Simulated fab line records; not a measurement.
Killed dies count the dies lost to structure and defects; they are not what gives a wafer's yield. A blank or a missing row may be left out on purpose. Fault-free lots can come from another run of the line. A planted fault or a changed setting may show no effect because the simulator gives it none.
fab line records	flow n5_finfet
record: lots: 7	wafers: 39
route steps=1938 shown FIN_SAQP@102 FIN_CUT@176 MOL_CONTACT_COAG@547 BEOL_M0_SAQP@673 BEOL_M5@1160 BEOL_M9@1460
start_h: start of the lot's first displayed wafer, in hours after the record's first day	wait_h: hours since the lot's step before	" identical to the entry in the row above	L1.1+2: one row covering several wafers at once	- either no value or no given start	* or withheld: withheld	< > ~ a bound
route shown NAME@n: names a module that has steps shown in the file, with the first one's number in the route	usual: average and standard deviation across the fault-free wafers	same: alike in all rows	chamber/n: place in a boat	sites: the reading at each site	_std_site: standard deviation across them	_edge_site: mean of outer sites minus mean of inner sites	radius_mm: for every site, how far away it sits from the centre of the wafer	mask NAME#n: copy n	behind: tool/chamber where the wafer was last shaped	hold: what put the lot on hold/how long, in hours/how the hold closed	device: the transistor (n, p or np) that didn't switch	end of line: the route-end tests of the same wafers	where a step has no rows: the recipe by itself	killed: dies lost to structure and defects at the first sort, not the wafer's yield	map: a wafer's dies, x killed, . not, _ none there
set.NAME: setting as actually run; set.NAME@STEP: the setting as run at that earlier step	model.NAME: the simulator's own value behind a step, which no gauge read
lots with deliberately changed settings; one table per step, one row per wafer
== steps ==
step: N5_FIN_SAQP_HM_DEP_72
recipe: material: SiO2	target_thk_a: 120	temp_c: 400	precursor: SiH4/N2O	pressure_torr: 0.75	rf_w: 275	time_s: 7.2
lot.wafer	tool	chamber	start_h	wait_h	set.target_thk_a	model.SiO2_of_FIN_SAQP_HM_DEP_72.thk_nm
L079.1	pecvd-03	0	51.54	0.0	120	11.78
L079.2	"	2	"	"	120	12.03
L079.3	"	1	"	"	120	11.77
L079.4	"	2	"	"	120	11.96
L079.5	"	0	"	"	120	11.75
L079.6	"	1	"	"	120	11.95
L083.1	pecvd-03	0	75.43	0.0	120	11.57
L083.2	"	1	"	"	169.6	16.7
L083.3	"	0	"	"	169.6	16.74
L083.4	"	1	"	"	169.6	16.92
L083.5	"	1	"	"	120	11.95
L083.6	"	0	"	"	120	11.71
L087.1	pecvd-02	0	100.12	0.0	120	11.71
L087.2+4	"	1,2	"	"	120	11.9
L087.3	"	2	"	"	120	11.62
L087.5	"	0	"	"	120	11.85
L087.6	"	1	"	"	120	12
L089.1+2	pecvd-04	0,1	110.88	0.0	120	11.84
L089.3	"	2	"	"	120	11.82
L089.4	"	2	"	"	120	11.94
L089.5	"	1	"	"	120	12.1
L089.6	"	0	"	"	120	12.04
L091.1	pecvd-04	0	123.23	0.0	120	11.72
L091.3	"	1	"	"	120	11.51
L091.4	"	1	"	"	120	11.75
L095.1	pecvd-02	1	147.51	0.0	49.34	4.995
L095.2	"	2	"	"	120	12.32
L095.3	"	0	"	"	49.34	4.978
L095.4	"	0	"	"	49.34	5.127
L095.5	"	1	"	"	120	12.27
L095.6	"	2	"	"	120	12.37
L096.1	pecvd-03	1	153.57	0.0	120	12.08
L096.2	"	0	"	"	186.5	18.1
L096.3	"	2	"	"	186.5	18.52
L096.4	"	0	"	"	120	11.87
L096.5	"	1	"	"	186.5	18.88
L096.6	"	2	"	"	120	12.11
step: N5_FIN_SAQP_COAT_49
recipe: resist: SOC	temp_c: 250	time_s: 60	spin_rpm: 1500	resist_thk_nm: 100
step: N5_FIN_SAQP_COAT_50
recipe: resist: SiARC	temp_c: 220	time_s: 60	spin_rpm: 1500	resist_thk_nm: 35
step: N5_FIN_SAQP_ETCH_52
recipe: chemistry: N2/H2	target: SOC	target_depth_a: 1000	overetch_a: 200	mask_material: SiARC	temp_c: 40	time_s: 150	ion_energy_ev: 200	pressure_mtorr: 30	source_w: 840	bias_w: 150	n2_flow_sccm: 200	h2_flow_sccm: 200	ends: end_point
step: N5_FIN_SAQP_STRIP_53
recipe: chemistry: N2/H2	temp_c: 40	n2_flow_sccm: 200	h2_flow_sccm: 200	rf_frequency_hz: 6e+07
step: N5_FIN_SAQP_HM_OPEN_73
recipe: chemistry: CHF3/O2	target: SiO2	stop_on: a-Si	target_depth_a: 120	over_etch_frac: 1.8	mask_material: SOC	time_s: 16.8	pressure_mtorr: 30	source_w: 650	bias_w: 170	Ar_flow_sccm: 200	CHF3_flow_sccm: 50	O2_flow_sccm: 5	ion_energy_ev: 200	ends: end_point
lot.wafer	tool	chamber	start_h	wait_h	set.target_thk_a@FIN_SAQP_HM_DEP_72	model.etch.depth_nm
L079.1	rie_diel-04	2	52.34	0.0	120	11.78
L079.2	"	0	"	"	120	12.03
L079.3	"	1	"	"	120	11.77
L079.4	"	3	"	"	120	11.96
L079.5	"	3	"	"	120	11.75
L079.6	"	2	"	"	120	11.95
L083.1	rie_diel-02	0	76.07	0.0	120	11.57
L083.2	"	3	"	"	169.6	16.7
L083.3	"	1	"	"	169.6	16.74
L083.4	"	2	"	"	169.6	16.92
L083.5	"	0	"	"	120	11.95
L083.6	"	1	"	"	120	11.71
L087.1	rie_diel-03	3	100.73	0.0	120	11.71
L087.2+4	"	2,0	"	"	120	11.9
L087.3	"	1	"	"	120	11.62
L087.5	"	0	"	"	120	11.85
L087.6	"	3	"	"	120	12
L089.1+2	rie_diel-02	1,2	111.63	0.0	120	11.84
L089.3	"	0	"	"	120	11.82
L089.4	"	3	"	"	120	11.94
L089.5	"	1	"	"	120	12.1
L089.6	"	0	"	"	120	12.04
L091.1	rie_diel-03	3	123.97	0.0	120	11.72
L091.3	"	1	"	"	120	11.51
L091.4	"	0	"	"	120	11.75
L095.1	rie_diel-02	0	148.26	0.0	49.34	4.995
L095.2	"	1	"	"	120	12.32
L095.3	"	2	"	"	49.34	4.978
L095.4	"	1	"	"	49.34	5.127
L095.5	"	0	"	"	120	12.27
L095.6	"	2	"	"	120	12.37
L096.1	rie_diel-02	3	154.33	0.0	120	12.08
L096.2	"	0	"	"	186.5	18.1
L096.3	"	2	"	"	186.5	18.52
L096.4	"	1	"	"	120	11.87
L096.5	"	2	"	"	186.5	18.88
L096.6	"	3	"	"	120	12.11
step: N5_FIN_CUT_CUT_ETCH_15
recipe: chemistry: HBr/Cl2/O2	target: Si	target_depth_a: 1000	bt_time_s: 10	mask_material: SOC	time_s: 42.4	ion_energy_ev: *	bias_w: *	pressure_mtorr: 10	icp_w: 800	HBr_flow_sccm: 150	Cl2_flow_sccm: 80	O2_flow_sccm: 12
lot.wafer	tool	chamber	start_h	wait_h	set.time_s	model.etch.depth_nm	model.FIN_CUT.feature_depth_nm	model.SOC_of_FIN_CUT_COAT_18.thk_nm
L079.1	rie_si-04	2	57.79	0.1	42.4	99.53	99.6	170.4
L079.2	"	1	"	"	42.4	99.16	99.2	171.4
L079.3	"	3	"	"	42.4	98.98	99	172
L079.4	"	0	"	"	42.4	100.7	100.8	171.2
L079.5	"	3	"	"	42.4	98.86	98.8	169.8
L079.6	"	2	"	"	42.4	99.49	99.4	170.6
L083.1	rie_si-06	1	82.16	0.1	56.97	136.6	136.6	156.4
L083.2	"	3	"	"	56.97	132.7	132.6	157.6
L083.3	"	0	"	"	42.4	100.6	100.6	169.4
L083.4	"	2	"	"	56.97	132.6	132.6	157.2
L083.5	"	1	"	"	42.4	100.4	100.4	169.8
L083.6	"	0	"	"	42.4	99.58	99.6	170.2
L087.1	rie_si-04	1	105.78	0.1	42.4	98.96	99	169.8
L087.2	"	0	"	"	42.4	101.4	101.4	169.8
L087.3	"	3	"	"	42.4	99.11	99.2	170
L087.4	"	1	"	"	42.4	98.27	98.2	171.2
L087.5	"	3	"	"	42.4	100.3	100.2	169.8
L087.6	"	0	"	"	42.4	101.7	101.6	169.8
L089.1	rie_si-04	3	117.64	0.1	42.4	101.6	101.6	171
L089.2	"	1	"	"	42.4	99.74	99.8	171.4
L089.3	"	0	"	"	26.54	63.6	63.6	184.4
L089.4	"	2	"	"	26.54	63.08	63	184.4
L089.5	"	0	"	"	42.4	101.4	101.4	170.2
L089.6	"	1	"	"	26.54	62.56	62.6	185.2
L091.1	rie_si-06	2	129.42	0.1	42.4	98.46	98.4	170.6
L091.3	"	1	"	"	42.4	101.5	101.6	170.2
L091.4	"	3	"	"	42.4	99.38	99.4	170.4
L095.1	rie_si-04	1	154.74	0.1	55.22	128.4	128.4	160.6
L095.2	"	0	"	"	42.4	99.61	99.6	170.4
L095.3	"	3	"	"	55.22	128.3	128.4	160.4
L095.4	"	2	"	"	42.4	100	100	169.8
L095.5	"	2	"	"	55.22	130.4	130.4	158.8
L095.6	"	1	"	"	42.4	97.73	97.8	172
L096.1	rie_si-01	2	159.68	0.1	42.4	104.5	104.4	168.2
L096.2	"	0	"	"	42.4	100.5	100.6	170.2
L096.3	"	3	"	"	42.4	102.1	102.2	169
L096.4	"	1	"	"	42.4	101	101	170
L096.5	"	2	"	"	42.4	104.5	104.6	168.4
L096.6	"	3	"	"	42.4	101.8	101.8	169.6
step: N5_MOL_CONTACT_COAG_SPUTTER_143
recipe: material: Co	target_thk_a: 25	temp_c: 25	chamber_pressure_pa: 0.2
lot.wafer	tool	chamber	start_h	wait_h	set.target_thk_a	model.Co_of_MOL_CONTACT_COAG_SPUTTER_143.thk_nm
L079.1+2	pvd_sputter-02	-	121.47	0.0	29.84	3
L079.3	"	-	"	"	25	2.8
L079.4+6	"	-	"	"	25	2.6
L079.5	"	-	"	"	29.84	3.2
L083.1+3+5	pvd_sputter-02	-	143.97	0.0	25	2.4
L083.2+4+6	"	-	"	"	25	2.6
L087.1	pvd_sputter-01	-	172.91	0.0	25	2.4
L087.2+4	"	-	"	"	25	2.6
L087.3	"	-	"	"	36.65	3.8
L087.5+6	"	-	"	"	36.65	3.6
L089.1+5	pvd_sputter-02	-	179.73	0.0	25	2.6
L089.2	"	-	"	"	25	2.2
L089.3+4+6	"	-	"	"	25	2.4
L091.1+3	pvd_sputter-02	-	192.74	0.0	25	2.4
L091.4	"	-	"	"	25	2.6
L095.1+5	pvd_sputter-02	-	215.28	0.0	25	2.6
L095.2	"	-	"	"	25	2.4
L095.3	"	-	"	"	15.67	1.8
L095.4+6	"	-	"	"	15.67	1.6
L096.1	pvd_sputter-03	-	225.11	0.0	38.41	3.8
L096.2+3+6	"	-	"	"	25	2.6
L096.4+5	"	-	"	"	38.41	4
step: N5_BEOL_M0_SAQP_ETCH_107
recipe: chemistry: CH3F/O2	target: SiNx	target_depth_a: 300	mask_material: SOC	pressure_mtorr: 30	source_w: 395	bias_w: 73	Ar_flow_sccm: 150	CH3F_flow_sccm: 30	O2_flow_sccm: 20	ion_energy_ev: 120
lot.wafer	tool	chamber	start_h	wait_h	set.target_depth_a	model.BEOL_M0_SAQP.feature_depth_nm
L079.1+5	rie_diel-06	3	142.32	0.0	300	30
L079.2+3	"	1,2	"	"	300	29.8
L079.4	"	0	"	"	300	30.4
L079.6	"	0	"	"	300	30.2
L083.1	rie_diel-06	2	162.97	0.0	300	29.4
L083.2	"	1	"	"	300	29.2
L083.3	"	3	"	"	437.6	43.2
L083.4	"	0	"	"	437.6	43.6
L083.5	"	0	"	"	300	30.2
L083.6	"	1	"	"	437.6	42.8
L087.1+6	rie_diel-06	2,3	195.59	0.0	300	29.6
L087.2	"	1	"	"	150.9	14.8
L087.3+4	"	3,0	"	"	150.9	15
L087.5	"	0	"	"	300	30
L089.1	rie_diel-01	0	201.40	0.0	415	41
L089.2+6	"	1,3	"	"	415	40.8
L089.3+5	"	2	"	"	300	30.2
L089.4	"	3	"	"	300	29.4
L091.1+4	rie_diel-01	0,3	209.72	0.0	300	29.6
L091.3	"	2	"	"	300	30
L095.1	rie_diel-06	0	234.80	0.0	300	30.4
L095.2	"	3	"	"	300	30
L095.3	"	1	"	"	420.3	41.2
L095.4	"	2	"	"	300	29.8
L095.5	"	3	"	"	420.3	42
L095.6	"	2	"	"	420.3	41.6
L096.1	rie_diel-01	1	242.38	0.0	300	29.4
L096.2+5	"	0,3	"	"	300	29.6
L096.3	"	2	"	"	300	30.6
L096.4	"	3	"	"	300	29.8
L096.6	"	0	"	"	300	30
step: N5_BEOL_M5_TRENCH_ETCH_37
recipe: chemistry: C4F6/O2	target_depth_a: 716.52	target: SiCOH_lowk	time_s: 24.7	ion_energy_ev: 250	pressure_mtorr: 30	source_w: 345	bias_w: 185	Ar_flow_sccm: 300	C4F6_flow_sccm: 10	O2_flow_sccm: 10
lot.wafer	tool	chamber	start_h	wait_h	set.target_depth_a	model.etch.depth_nm	model.BEOL_M5.feature_depth_nm	model.TiN_of_BEOL_M5_HM_DEP_02.thk_nm
L079.1	rie_diel-06	3	-	-	587.2	58.43	58.4	18.4
L079.2	"	0	"	"	587.2	59.01	59	18.6
L079.3	"	1	"	"	587.2	57.21	57.2	18.8
L079.4	"	2	"	"	716.52	70.75	70.8	18.2
L079.5	"	1	"	"	716.52	70.06	70	18.2
L079.6	"	2	"	"	716.52	70.74	70.8	18.2
L083.1	rie_diel-01	1	-	-	716.52	69.48	69.4	17.8
L083.2	"	0	"	"	545	53.44	53.4	18.6
L083.3	"	3	"	"	716.52	69.9	70	17.6
L083.4	"	0	"	"	545	53.46	53.4	18.8
L083.5	"	3	"	"	545	53.56	53.6	18.4
L083.6	"	1	"	"	716.52	69.95	70	18.2
L089.1	rie_diel-01	1	-	-	590	58.12	58.2	18.2
L089.2	"	0	"	"	716.52	71.52	71.6	17.8
L089.3	"	2	"	"	590	59.88	59.8	17.8
L089.4	"	3	"	"	590	58.17	58.2	18.2
L089.5	"	0	"	"	716.52	71.77	71.8	17.4
L089.6	"	3	"	"	716.52	70.44	70.4	18
L087.1	rie_diel-06	1	-	-	716.52	69.24	69.2	18.4
L087.2	"	3	"	"	716.52	71.05	71	18.4
L087.3	"	0	"	"	469.5	46.68	46.6	19
L087.4	"	3	"	"	469.5	46.41	46.4	18.8
L087.5	"	1	"	"	716.52	69.65	69.6	18.2
L087.6	"	0	"	"	469.5	46.62	46.6	19
L091.1	rie_diel-05	2	-	-	716.52	71.23	71.2	17.8
L091.3	"	3	"	"	716.52	70.57	70.6	18
L091.4	"	0	"	"	716.52	73.29	73.2	17.6
L095.1	rie_diel-05	2	-	-	716.52	71.21	71.2	18
L095.2	"	0	"	"	716.52	72.95	73	18
L095.3	"	3	"	"	1119	110.4	110.4	16.8
L095.4	"	1	"	"	1119	108.4	108.4	17
L095.5	"	1	"	"	1119	108.8	108.8	16.8
L095.6	"	0	"	"	716.52	72.69	72.6	18
L096.1	rie_diel-01	1	-	-	496	48.1	48	18.8
L096.2	"	2	"	"	716.52	71.44	71.4	17.8
L096.3	"	3	"	"	716.52	69.13	69.2	17.8
L096.4	"	0	"	"	716.52	69.55	69.6	18
L096.5	"	1	"	"	496	47.8	47.8	18.4
L096.6	"	0	"	"	496	48.16	48.2	18.6
step: N5_BEOL_M5_ETCH_41
recipe: chemistry: CH3F/O2	target: SiCN	target_depth_a: 315	taper_deg: 2	time_s: 56.7	ion_energy_ev: 120	mask_material: TiN	pressure_mtorr: 30	source_w: 395	bias_w: 75	Ar_flow_sccm: 150	CH3F_flow_sccm: 30	O2_flow_sccm: 20
step: N5_BEOL_M5_STRIP_91
recipe: chemistry: N2/H2	time_s: 10	power_w: 450	temp_c: 40	pressure_mtorr: 20	rf_frequency_hz: 6e+07	bias_power_w: 7	n2_flow_sccm: 200	h2_flow_sccm: 200
step: N5_BEOL_M5_OCD_MEAS_38
usual: trench_depth_nm: 70.7/1.1
lot.wafer	tool	chamber	start_h	wait_h	set.target_depth_a@BEOL_M5_TRENCH_ETCH_37	trench_depth_nm
L079.1	ocd-01	-	213.21	-	587.2	57.9
L079.2	"	-	"	"	587.2	58.9
L079.3	"	-	"	"	587.2	57.2
L079.4	"	-	"	"	716.52	70.1
L079.5	"	-	"	"	716.52	70.3
L079.6	"	-	"	"	716.52	70.8
L083.1	ocd-01	-	228.43	-	716.52	70.0
L083.2	"	-	"	"	545	53.3
L083.3	"	-	"	"	716.52	70.3
L083.4	"	-	"	"	545	53.4
L083.5	"	-	"	"	545	53.6
L083.6	"	-	"	"	716.52	69.6
L089.1	ocd-02	-	266.49	-	590	57.9
L089.2	"	-	"	"	716.52	71.9
L089.3	"	-	"	"	590	59.8
L089.4	"	-	"	"	590	58.0
L089.5	"	-	"	"	716.52	71.2
L089.6	"	-	"	"	716.52	70.2
L087.1	ocd-02	-	282.39	-	716.52	68.9
L087.2	"	-	"	"	716.52	71.3
L087.3	"	-	"	"	469.5	46.9
L087.4	"	-	"	"	469.5	46.9
L087.5	"	-	"	"	716.52	69.6
L087.6	"	-	"	"	469.5	46.9
L091.1	ocd-01	-	305.44	-	716.52	71.5
L091.3	"	-	"	"	716.52	70.7
L091.4	"	-	"	"	716.52	73.8
L095.1	ocd-02	-	305.86	-	716.52	71.0
L095.2	"	-	"	"	716.52	73.1
L095.3	"	-	"	"	1119	110.4
L095.4	"	-	"	"	1119	108.4
L095.5	"	-	"	"	1119	108.7
L095.6	"	-	"	"	716.52	72.8
L096.1	ocd-02	-	311.03	-	496	48.5
L096.2	"	-	"	"	716.52	71.2
L096.3	"	-	"	"	716.52	69.0
L096.4	"	-	"	"	716.52	69.8
L096.5	"	-	"	"	496	47.9
L096.6	"	-	"	"	496	48.4
step: N5_BEOL_M5_SPUTTER_83
recipe: material: Cu	target_thk_a: 150	temp_c: -20	chamber_pressure_pa: 0.07	power_w: withheld	time_s: 27.62
lot.wafer	tool	chamber	start_h	wait_h	set.time_s
L079.1+2+4	pvd_sputter-01	-	217.45	0.5	31.83
L079.3+5+6	"	-	"	"	27.62
L083.1+3+5	pvd_sputter-03	-	233.47	0.5	27.62
L083.2+4+6	"	-	"	"	43.9
L089.1+2+4	pvd_sputter-02	-	270.40	0.5	27.62
L089.3+5+6	"	-	"	"	13.41
L087.1+2+3+4+5+6	pvd_sputter-03	-	286.63	0.5	27.62
L091.1+3+4	pvd_sputter-02	-	308.87	0.5	27.62
L095.1+2+3	pvd_sputter-03	-	309.84	0.5	27.62
L095.4+5+6	"	-	"	"	31.78
L096.1+2+3	pvd_sputter-01	-	314.62	0.5	27.62
L096.4+5+6	"	-	"	"	19.21
step: N5_BEOL_M5_ANNEAL_84
recipe: temp_c: 400	time_s: 1800	ambient: vacuum
step: N5_BEOL_M5_SPUTTER_88
recipe: material: Cu	target_thk_a: 150	temp_c: -20	chamber_pressure_pa: 0.07	power_w: withheld	time_s: 27.62
step: N5_BEOL_M5_ECD_50
recipe: material: Cu	target_thk_a: 3000
step: N5_BEOL_M5_ANNEAL_51
recipe: temp_c: 225	time_s: 90	ambient: N2
step: N5_BEOL_M5_CMP_52
recipe: stop_on: SiCOH_lowk	t_overpolish_s: 6.9	down_force_psi: 1	platen_rpm: 50	clearing_platen_down_force_psi: 1.5	clearing_platen_rpm: 50	post_cmp_clean: cu_alkaline	target_thk_nm: 62	clearing_platen_pad_velocity_m_s: 0.99484	pad_velocity_m_s: 0.99484
lot.wafer	tool	chamber	start_h	wait_h	set.target_depth_a@BEOL_M5_TRENCH_ETCH_37	model.Cu_of_BEOL_M5_ECD_50.thk_nm
L079.2+1	cmp-03	3,1	220.25	0.2	587.2	-
L079.3	"	0	"	"	587.2	48.4
L079.4	"	2	"	"	716.52	-
L079.6	"	3	"	"	716.52	60.8
L079.5	"	0	"	"	716.52	61.4
L083.1	cmp-03	1	236.14	0.3	716.52	59.8
L083.2+4	"	2,0	"	"	545	-
L083.3	"	3	"	"	716.52	61.6
L083.6	"	1	"	"	716.52	-
L083.5	"	2	"	"	545	44.8
L089.3	cmp-04	2	273.10	0.2	590	-
L089.2	"	3	"	"	716.52	62.8
L089.4	"	0	"	"	590	49
L089.1	"	1	"	"	590	46.4
L089.5+6	"	2,3	"	"	716.52	-
L087.2	cmp-02	2	289.31	0.2	716.52	62
L087.1	"	3	"	"	716.52	59.4
L087.3+6	"	0,2	"	"	469.5	36.4
L087.4	"	1	"	"	469.5	36.8
L087.5	"	3	"	"	716.52	59.8
L091.3	cmp-02	1	311.54	0.2	716.52	59.8
L091.1	"	2	"	"	716.52	61.6
L091.4	"	3	"	"	716.52	62.8
L095.4+5	cmp-02	1,2	312.92	0.3	1119	-
L095.1	"	2	"	"	716.52	60.6
L095.2	"	3	"	"	716.52	62.2
L095.3	"	0	"	"	1119	99
L095.6	"	1	"	"	716.52	-
L096.2	cmp-03	1	317.30	0.2	716.52	60
L096.1	"	2	"	"	496	37.4
L096.4	"	3	"	"	716.52	-
L096.3	"	0	"	"	716.52	59.4
L096.5+6	"	1,2	"	"	496	-
step: N5_BEOL_M5_PRE_CLEAN_77
recipe: gas: NH3/H2	time_s: 15	temp_c: *	rf_power_w: 300
step: N5_BEOL_M5_PRE_CLEAN_55
recipe: gas: NH3	time_s: 15	temp_c: withheld	rf_power_w: 300
step: N5_BEOL_M5_DEP_56
recipe: material: SiCN	target_thk_a: 80	temp_c: withheld	precursor: 3MS/NH3	pressure_torr: 3	rf_w: 202	time_s: 14
step: N5_BEOL_M5_RS_MEAS_57
recipe: thk_meas_gauge: four-point-probe	reads: Co_of_BEOL_M5_CO_CAP_78+Cu_of_BEOL_M5_ECD_50+Co_of_BEOL_M5_CVD_47+TaN_of_BEOL_M5_ALD_86
usual: M5_RS: 0.395/0.012
lot.wafer	tool	chamber	start_h	wait_h	set.target_depth_a@BEOL_M5_TRENCH_ETCH_37	M5_RS[ohm/sq]
L079.1	film_metro-02	-	221.02	0.1	587.2	0.543
L079.2	"	-	"	"	587.2	0.514
L079.3	"	-	"	"	587.2	0.525
L079.4	"	-	"	"	716.52	0.399
L079.5	"	-	"	"	716.52	0.391
L079.6	"	-	"	"	716.52	0.395
L083.1	film_metro-02	-	236.69	0.0	716.52	0.404
L083.2	"	-	"	"	545	0.596
L083.3	"	-	"	"	716.52	0.390
L083.4	"	-	"	"	545	0.568
L083.5	"	-	"	"	545	0.579
L083.6	"	-	"	"	716.52	0.402
L089.1	film_metro-02	-	273.89	0.0	590	0.555
L089.2	"	-	"	"	716.52	0.381
L089.3	"	-	"	"	590	0.505
L089.4	"	-	"	"	590	0.515
L089.5	"	-	"	"	716.52	0.386
L089.6	"	-	"	"	716.52	0.391
L087.1	film_metro-02	-	289.92	0.0	716.52	0.407
L087.2	"	-	"	"	716.52	0.386
L087.3	"	-	"	"	469.5	0.757
L087.4	"	-	"	"	469.5	0.743
L087.5	"	-	"	"	716.52	0.404
L087.6	"	-	"	"	469.5	0.757
L091.1	film_metro-02	-	312.21	0.0	716.52	0.390
L091.3	"	-	"	"	716.52	0.404
L091.4	"	-	"	"	716.52	0.381
L095.1	film_metro-02	-	313.53	0.0	716.52	0.397
L095.2	"	-	"	"	716.52	0.385
L095.3	"	-	"	"	1119	0.223
L095.4	"	-	"	"	1119	0.224
L095.5	"	-	"	"	1119	0.225
L095.6	"	-	"	"	716.52	0.397
L096.1	film_metro-01	-	317.94	0.1	496	0.729
L096.2	"	-	"	"	716.52	0.402
L096.3	"	-	"	"	716.52	0.408
L096.4	"	-	"	"	716.52	0.407
L096.5	"	-	"	"	496	0.727
L096.6	"	-	"	"	496	0.724
step: N5_BEOL_M9_CVD_78
recipe: material: Co	target_thk_a: 20	temp_c: withheld	precursor: CCTBA/H2	pressure_torr: 30	time_s: 138.9
lot.wafer	tool	chamber	start_h	wait_h	set.target_thk_a	model.Co_of_BEOL_M9_CVD_78.thk_nm
L079.1+2+3+4+5+6	cvd_co-01	1	251.16	0.1	20	2
L083.1+5+6	cvd_co-01	1,1,0	268.19	0.2	20	2
L083.2+3+4	"	0,0,1	"	"	9.756	1
L089.1+5	cvd_co-02	1	304.63	0.0	10.08	1
L089.2+6	"	0	"	"	20	2
L089.3	"	0	"	"	20	1.8
L089.4	"	1	"	"	10.08	0.8
L087.1+2	cvd_co-02	0,1	320.44	0.0	20	2
L087.3	"	0	"	"	20	1.8
L087.4	"	1	"	"	15.2	1.6
L087.5+6	"	1,0	"	"	15.2	1.4
L091.1	cvd_co-02	0	345.10	0.2	20	2.2
L091.3+4	"	1,0	"	"	20	2
L095.1+2	cvd_co-01	1,0	345.25	0.0	20	2
L095.3+4	"	1,0	"	"	28.96	3
L095.5	"	0	"	"	20	2.2
L095.6	"	1	"	"	28.96	2.8
L096.1+2+3+4+5+6	cvd_co-01	0,1,0,1,0,1	351.70	0.0	20	2
== key ==
split: step: N5_FIN_SAQP_HM_DEP_72	setting: target_thk_a	stated: 120	by: wafer
response: step: N5_FIN_SAQP_HM_DEP_72	reading: model.SiO2_of_FIN_SAQP_HM_DEP_72.thk_nm	change: +0.121	per: 1%	r: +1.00
response: step: N5_FIN_SAQP_HM_OPEN_73	reading: model.etch.depth_nm	change: +0.121	per: 1%	r: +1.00
split: step: N5_FIN_CUT_CUT_ETCH_15	setting: time_s	stated: 42.4	by: wafer
response: step: N5_FIN_CUT_CUT_ETCH_15	reading: model.etch.depth_nm	change: +0.996	per: 1%	r: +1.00
response: step: N5_FIN_CUT_CUT_ETCH_15	reading: model.FIN_CUT.feature_depth_nm	change: +0.996	per: 1%	r: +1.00
response: step: N5_FIN_CUT_CUT_ETCH_15	reading: model.SOC_of_FIN_CUT_COAT_18.thk_nm	change: -0.366	per: 1%	r: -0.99
split: step: N5_MOL_CONTACT_COAG_SPUTTER_143	setting: target_thk_a	stated: 25	by: wafer
response: step: N5_MOL_CONTACT_COAG_SPUTTER_143	reading: model.Co_of_MOL_CONTACT_COAG_SPUTTER_143.thk_nm	change: +0.0241	per: 1%	r: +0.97
split: step: N5_BEOL_M0_SAQP_ETCH_107	setting: target_depth_a	stated: 300	by: wafer
response: step: N5_BEOL_M0_SAQP_ETCH_107	reading: model.BEOL_M0_SAQP.feature_depth_nm	change: +0.293	per: 1%	r: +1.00
split: step: N5_BEOL_M5_TRENCH_ETCH_37	setting: target_depth_a	stated: 716.52	by: wafer
response: step: N5_BEOL_M5_TRENCH_ETCH_37	reading: model.etch.depth_nm	change: +0.675	per: 1%	r: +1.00
response: step: N5_BEOL_M5_TRENCH_ETCH_37	reading: model.BEOL_M5.feature_depth_nm	change: +0.676	per: 1%	r: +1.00
response: step: N5_BEOL_M5_TRENCH_ETCH_37	reading: model.TiN_of_BEOL_M5_HM_DEP_02.thk_nm	change: -0.0212	per: 1%	r: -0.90
response: step: N5_BEOL_M5_OCD_MEAS_38	reading: trench_depth_nm	change: +0.673	per: 1%	r: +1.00
response: step: N5_BEOL_M5_CMP_52	reading: model.Cu_of_BEOL_M5_ECD_50.thk_nm	change: +0.692	per: 1%	r: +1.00
response: step: N5_BEOL_M5_RS_MEAS_57	reading: M5_RS	shape: bent	at_lowest: 0.752	at_stated: 0.396	at_highest: 0.224
split: step: N5_BEOL_M5_SPUTTER_83	setting: time_s	stated: 27.62	by: wafer
response none clear
split: step: N5_BEOL_M9_CVD_78	setting: target_thk_a	stated: 20	by: wafer
response: step: N5_BEOL_M9_CVD_78	reading: model.Co_of_BEOL_M9_CVD_78.thk_nm	change: +0.0197	per: 1%	r: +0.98
